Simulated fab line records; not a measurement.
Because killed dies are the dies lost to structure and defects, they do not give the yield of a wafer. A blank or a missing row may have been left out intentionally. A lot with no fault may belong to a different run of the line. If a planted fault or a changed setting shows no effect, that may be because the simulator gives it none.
Matching of chambers || flow n5 finfet || pecvd-01 running N5_BEOL_M0_SAQP_PECVD_03: 3 sister chambers
The step deposits SiCN from 3MS/NH3, target thk 12 nm, time 21.1 s. 3 wafers are shown with their chamber, then 7 later ones without.

== WAFERS, EACH WITH ITS CHAMBER ==
{"wafer": "L087.4", "chamber": 0, "showerhead vpp V (V)": 849}
{"wafer": "L088.1", "chamber": 2, "showerhead vpp V (V)": 914}
{"wafer": "L088.2", "chamber": 1, "showerhead vpp V (V)": 960}

== WAFERS WHOSE CHAMBER IS MISSING ==
{"wafer": "L088.6", "showerhead vpp V (V)": 916}
{"wafer": "L093.1", "showerhead vpp V (V)": 918}
{"wafer": "L093.3", "showerhead vpp V (V)": 972}
{"wafer": "L093.5", "showerhead vpp V (V)": 918}
{"wafer": "L097.2", "showerhead vpp V (V)": 912}
{"wafer": "L097.3", "showerhead vpp V (V)": 837}
{"wafer": "L097.4", "showerhead vpp V (V)": 916}

== EACH ONE'S CHAMBER ==
{"wafer": "L088.6", "from the rows above": 2, "in truth": 2}
{"wafer": "L093.1", "from the rows above": 2, "in truth": 2}
{"wafer": "L093.3", "from the rows above": 1, "in truth": 1}
{"wafer": "L093.5", "from the rows above": 2, "in truth": 2}
{"wafer": "L097.2", "from the rows above": 2, "in truth": 2}
{"wafer": "L097.3", "from the rows above": 0, "in truth": 0}
{"wafer": "L097.4", "from the rows above": 2, "in truth": 2}
Correct placement for 7 of the 7. Number that these rows cannot place: 0. Wrongly placed: 0.
How it was worked out, from the rows above alone: a wafer's distance from a chamber is the root of the sum, over the readings, of the square of ((its reading less the chamber's mean) divided by the reading's scatter). If the next closest chamber is less than 2 further off than the closest, the wafer can't be placed; otherwise it belongs to the closest. Each chamber's mean is taken over the wafers shown for it. The scatter: root of mean squared gap, hidden wafer to nearest shown wafer, with one shown wafer a chamber.
